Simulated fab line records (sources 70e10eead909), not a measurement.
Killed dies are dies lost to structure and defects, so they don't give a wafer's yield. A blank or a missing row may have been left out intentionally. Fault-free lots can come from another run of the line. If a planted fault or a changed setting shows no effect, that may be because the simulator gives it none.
fab line records -- flow nandHarc -- part 2 of 2: steps 5 to 6 of 6
record: lots: 20, wafers: 60, lastDay: 25
route steps=1159 shown A_STAIRCASE@549
lots that met no fault: from a run of the same line without faults
startH: start of the lot's first displayed wafer, in hours after the record's first day -- waitH: hours since the lot's step before -- " the same as in the row above -- L1.1+2: a single row standing in for several wafers -- - no value present, or no start provided -- * or withheld: withheld -- < > ~ a bound
route shown NAME@n: NAME is a module with steps in the file, n the number in the route of the first one -- usual: the fault-free wafers' mean and standard deviation -- same: alike in all rows -- chamber/n: place in a boat -- sites: the reading at each site -- _std_site: the standard deviation of these -- _edge_site: inner sites' mean taken away from outer sites' mean -- radiusMm: how far each site lies from the wafer's centre -- mask NAME#n: copy n -- behind: tool/chamber where the wafer was last shaped -- hold: why the lot went on hold/how many hours it stayed there/how the hold came to an end -- device: the transistor (n, p or np) that didn't switch -- end of line: the tests these same wafers got at the end of their route -- a step without rows: its recipe alone -- killed: the dies lost at the first sort to structure and to defects; this is not the yield of the wafer -- map: shows each die of a wafer: x if killed, . if not, _ if none is there
set.NAME: setting as actually run; set.NAME@STEP: the setting as run at that earlier step -- model.NAME: the simulator's own value behind a step, which no gauge read
route steps across a sampled set of lots; one table per step, one row per wafer
services: from which hour (startH, from the record's first day; less than 0 if before it) a tool's chamber was out of use, for how many hours, and why
== steps ==
step: NHARC_A_STAIRCASE_TRIM_191
recipe: timeS: 211.2, o2FlowSccm: 500, arFlowSccm: 0, biasW: 0, chemistry: O2
usual: chamberPressureMTorr: 60.00/0.052, drypumpMotorCurrentA: 5.7/0.39, oesProductAu: 0.995/0.011, rfVppV: 57.7/0.98, showerheadPlenumPTorr: 3.51/0.16, throttleValvePct: 17.036/0.0084
lot.wafer,tool,chamber,startH,waitH,chamberPressureMTorr,drypumpMotorCurrentA,oesProductAu,rfHoursCounterH,rfVppV,showerheadPlenumPTorr,throttleValvePct
L075.3,rieDiel-13,3,-,-,59.93,6.1,0.995,53,57.9,3.29,17.030
L075.1,rieDiel-13,0,-,-,60.12,5.6,1.007,52,57.5,3.53,17.035
L075.2,rieDiel-13,1,-,-,60.01,5.8,0.982,50,57.2,3.31,17.038
L077.1,rieDiel-13,2,-,-,60.00,5.3,0.986,56,57.5,3.65,17.024
L077.3,rieDiel-13,1,-,-,60.01,5.8,0.981,51,56.6,3.31,17.035
L077.6,rieDiel-13,3,-,-,60.00,6.1,0.993,-,56.5,3.29,17.031
L076.4,rieDiel-13,3,-,-,59.88,6.1,0.993,55,57.5,3.29,17.035
L076.1,rieDiel-13,2,-,-,59.98,5.3,1.002,57,57.1,3.64,17.030
L076.6,rieDiel-13,0,-,-,59.94,5.6,1.012,-,57.7,3.53,17.024
L079.1,rieDiel-13,1,-,-,59.97,5.8,0.980,52,57.5,3.31,17.047
L079.2,rieDiel-13,2,-,-,60.03,5.3,0.988,57,55.8,3.64,17.049
L079.6,rieDiel-13,1,-,-,60.05,5.8,0.973,-,57.8,3.31,17.015
L078.3,rieDiel-02,2,-,-,60.05,5.0,1.009,40,58.7,3.78,17.035
L078.1,rieDiel-02,0,-,-,59.98,5.6,0.992,41,59.6,3.61,17.033
L078.6,rieDiel-02,3,-,-,60.10,6.3,0.990,-,57.5,3.28,17.043
L081.3,rieDiel-05,2,-,-,60.06,5.6,0.978,34,57.0,3.61,17.015
L081.2,rieDiel-05,0,-,-,60.04,6.3,1.013,43,57.5,3.54,17.043
L081.4,rieDiel-05,1,-,-,59.86,5.6,1.006,42,57.5,3.38,17.027
L083.4,rieDiel-05,0,-,-,59.92,6.3,1.005,45,58.4,3.54,17.025
L083.3,rieDiel-05,1,-,-,60.04,5.6,1.002,45,58.3,3.38,17.030
L083.1,rieDiel-05,2,-,-,59.94,5.7,0.993,36,57.6,3.61,17.038
L080.1,rieDiel-05,2,-,-,59.97,5.6,0.993,37,59.7,3.61,17.034
L080.3,rieDiel-05,3,-,-,59.99,5.3,0.985,38,57.1,3.61,17.027
L080.4,rieDiel-05,0,-,-,60.03,6.3,0.996,46,56.1,3.54,17.047
L082.3,rieDiel-02,0,-,-,60.06,5.6,1.001,53,58.8,3.61,17.043
L082.1,rieDiel-02,1,-,-,60.06,6.1,0.988,52,57.2,3.55,17.040
L082.5,rieDiel-02,3,-,-,60.02,6.3,0.995,-,58.3,3.27,17.034
L084.3,rieDiel-02,2,-,-,59.99,5.0,1.001,52,57.3,3.78,17.042
L084.2,rieDiel-02,3,-,-,60.04,6.3,0.999,52,55.8,3.27,17.033
L084.4,rieDiel-02,3,-,-,60.05,6.3,0.985,-,56.7,3.27,17.044
L089.3,rieDiel-02,3,-,-,60.02,6.3,0.997,58,56.9,3.27,17.048
L089.5,rieDiel-02,1,-,-,59.93,6.1,0.993,-,58.5,3.54,17.021
L089.6,rieDiel-02,2,-,-,60.01,5.0,1.006,-,57.4,3.77,17.035
L085.4,rieDiel-02,2,-,-,60.02,5.0,1.006,59,58.0,3.77,17.029
L085.3,rieDiel-02,3,-,-,59.98,6.3,0.985,58,58.4,3.26,17.030
L085.1,rieDiel-02,0,-,-,60.10,5.6,0.994,59,58.6,3.60,17.024
L086.3,rieDiel-13,1,-,-,60.01,5.8,0.983,13,56.3,3.30,17.048
L086.4,rieDiel-13,3,-,-,60.05,6.1,0.991,12,56.0,3.28,17.022
L086.6,rieDiel-13,0,-,-,59.97,5.6,1.004,-,57.0,3.52,17.044
L091.4,rieDiel-13,3,-,-,59.93,6.1,0.997,21,56.2,3.28,17.036
L091.2,rieDiel-13,1,-,-,59.96,5.8,0.980,21,57.0,3.29,17.039
L091.3,rieDiel-13,2,-,-,59.98,5.3,1.026,21,59.5,3.63,17.042
L093.2,rieDiel-05,2,-,-,59.98,5.7,0.998,1,58.4,3.60,17.025
L093.3,rieDiel-05,3,-,-,60.02,5.4,1.013,2,57.4,3.60,17.042
L093.6,rieDiel-05,1,-,-,60.00,5.6,1.004,-,57.6,3.37,17.042
L094.2,rieDiel-13,2,-,-,60.01,5.3,1.013,22,56.6,3.63,17.034
L094.3,rieDiel-13,1,-,-,60.02,5.8,0.975,29,57.4,3.29,17.036
L094.5,rieDiel-13,2,-,-,60.05,5.3,1.012,-,58.4,3.63,17.045
L092.2,rieDiel-13,1,-,-,60.09,5.8,0.980,30,57.4,3.29,17.023
L092.5,rieDiel-13,0,-,-,60.09,5.6,0.990,-,58.1,3.51,17.033
L092.6,rieDiel-13,1,-,-,60.04,5.8,0.985,-,57.5,3.29,17.033
L096.4,rieDiel-05,0,-,-,59.93,6.3,0.987,7,58.1,3.52,17.028
L096.6,rieDiel-05,2,-,-,59.96,5.7,0.992,-,59.5,3.59,17.037
L096.5,rieDiel-05,3,-,-,59.91,5.3,1.012,-,58.7,3.60,17.031
L095.2,rieDiel-02,0,-,-,59.99,5.6,0.989,14,58.3,3.59,17.031
L095.1,rieDiel-02,2,-,-,59.91,5.0,1.004,14,57.6,3.76,17.022
L095.4,rieDiel-02,3,-,-,60.04,6.3,0.992,4,59.2,3.81,17.034
L097.2,rieDiel-13,3,-,-,60.04,6.1,0.995,37,58.2,3.27,17.036
L097.1,rieDiel-13,1,-,-,60.05,5.8,0.983,37,56.4,3.28,17.035
L097.5,rieDiel-13,2,-,-,59.98,5.3,1.000,-,58.0,3.62,17.046
step: NHARC_A_STAIRCASE_ETCH_192
recipe: targetDepthA: 1000, timeS: 40.5, ionEnergyEv: 400, c4f8FlowSccm: 20, o2FlowSccm: 10, arFlowSccm: withheld, rfW: 600, biasW: 1000, chemistry: C4F8/O2
usual: chamberPressureMTorr: 24.999/0.023, oesProductAu: 0.936/0.012, rfVppV: 895/6
lot.wafer,tool,chamber,startH,waitH,chamberPressureMTorr,oesProductAu,rfHoursCounterH,rfVppV
L075.3,rieDiel-13,1,-,-,24.945,0.937,50,888
L075.2,rieDiel-13,2,-,-,25.001,0.947,55,901
L075.1,rieDiel-13,0,-,-,25.016,0.932,52,895
L077.1,rieDiel-13,1,-,-,24.979,0.918,51,889
L077.3,rieDiel-13,2,-,-,24.973,0.939,56,899
L077.6,rieDiel-13,0,-,-,24.979,0.948,-,895
L076.4,rieDiel-13,3,-,-,25.016,0.926,55,886
L076.1,rieDiel-13,1,-,-,25.017,0.936,52,888
L076.6,rieDiel-13,3,-,-,24.992,0.931,-,888
L079.1,rieDiel-13,2,-,-,24.977,0.930,57,898
L079.2,rieDiel-13,0,-,-,25.006,0.941,54,896
L079.6,rieDiel-13,2,-,-,24.992,0.929,-,901
L078.1,rieDiel-02,2,-,-,24.971,0.949,40,904
L078.3,rieDiel-02,3,-,-,25.029,0.938,39,887
L078.6,rieDiel-02,0,-,-,24.977,0.934,-,899
L081.2,rieDiel-05,3,-,-,25.001,0.917,35,900
L081.4,rieDiel-05,0,-,-,25.012,0.941,43,897
L081.3,rieDiel-05,2,-,-,24.989,0.917,34,899
L083.3,rieDiel-05,1,-,-,25.024,0.938,45,891
L083.4,rieDiel-05,2,-,-,24.986,0.944,36,899
L083.1,rieDiel-05,3,-,-,24.995,0.942,37,899
L080.3,rieDiel-05,1,-,-,25.017,0.936,45,890
L080.4,rieDiel-05,2,-,-,24.983,0.920,37,899
L080.1,rieDiel-05,3,-,-,25.016,0.925,38,900
L082.1,rieDiel-02,2,-,-,25.040,0.940,51,905
L082.3,rieDiel-02,3,-,-,25.024,0.929,51,886
L082.5,rieDiel-02,3,-,-,24.991,0.923,-,888
L084.3,rieDiel-02,2,-,-,24.996,0.951,53,904
L084.2,rieDiel-02,3,-,-,24.986,0.936,53,886
L084.4,rieDiel-02,2,-,-,24.996,0.947,-,905
L089.3,rieDiel-02,1,-,-,24.999,0.918,60,895
L089.5,rieDiel-02,3,-,-,24.987,0.933,-,886
L089.6,rieDiel-02,0,-,-,25.002,0.931,-,900
L085.3,rieDiel-02,2,-,-,25.026,0.936,59,905
L085.4,rieDiel-02,3,-,-,24.988,0.941,58,885
L085.1,rieDiel-02,0,-,-,25.031,0.943,59,900
L086.4,rieDiel-13,3,-,-,24.989,0.928,12,886
L086.3,rieDiel-13,2,-,-,24.981,0.956,12,901
L086.6,rieDiel-13,3,-,-,25.000,0.914,-,887
L091.3,rieDiel-13,0,-,-,24.985,0.918,21,897
L091.2,rieDiel-13,2,-,-,25.040,0.936,22,900
L091.4,rieDiel-13,3,-,-,24.984,0.915,21,887
L093.2,rieDiel-05,3,-,-,25.015,0.973,2,899
L093.3,rieDiel-05,2,-,-,24.990,0.962,1,901
L093.6,rieDiel-05,3,-,-,24.978,0.965,-,899
L094.3,rieDiel-13,0,-,-,25.029,0.932,29,895
L094.2,rieDiel-13,2,-,-,24.998,0.939,22,900
L094.5,rieDiel-13,0,-,-,25.040,0.922,-,896
L092.2,rieDiel-13,2,-,-,25.038,0.952,24,900
L092.5,rieDiel-13,2,-,-,25.018,0.956,-,900
L092.6,rieDiel-13,3,-,-,24.988,0.926,-,886
L096.4,rieDiel-05,3,-,-,25.014,0.959,7,898
L096.6,rieDiel-05,3,-,-,25.007,0.944,-,899
L096.5,rieDiel-05,0,-,-,25.013,0.947,-,895
L095.4,rieDiel-02,2,-,-,25.023,0.956,14,903
L095.2,rieDiel-02,3,-,-,24.993,0.936,4,906
L095.1,rieDiel-02,0,-,-,25.023,0.935,15,898
L097.1,rieDiel-13,2,-,-,25.038,0.932,30,899
L097.2,rieDiel-13,1,-,-,24.996,0.932,38,887
L097.5,rieDiel-13,2,-,-,24.984,0.935,-,899
== services ==
tool,chamber,startH,hours,kind
rieDiel-02,0,233.58,-,clean
rieDiel-02,1,233.58,-,clean
rieDiel-02,2,233.58,-,clean
rieDiel-02,3,233.58,-,clean
rieDiel-05,3,249.08,2.5,repair
rieDiel-02,0,258.08,-,clean
rieDiel-02,1,258.08,-,clean
rieDiel-02,2,258.08,-,clean
rieDiel-02,3,258.08,-,clean
rieDiel-13,-,276.17,9.0,pm
rieDiel-02,0,282.59,-,clean
rieDiel-02,1,282.59,-,clean
rieDiel-02,2,282.59,-,clean
rieDiel-02,3,282.59,-,clean
rieDiel-02,0,297.39,8.6,repair
rieDiel-13,3,306.33,3.1,repair
rieDiel-02,0,307.09,-,clean
rieDiel-02,1,307.09,-,clean
rieDiel-02,2,307.09,-,clean
rieDiel-02,3,307.09,-,clean
rieDiel-02,-,327.74,9.0,pm
rieDiel-05,-,340.66,9.0,pm
rieDiel-02,3,340.85,15.6,repair
rieDiel-02,3,376.00,1.2,repair
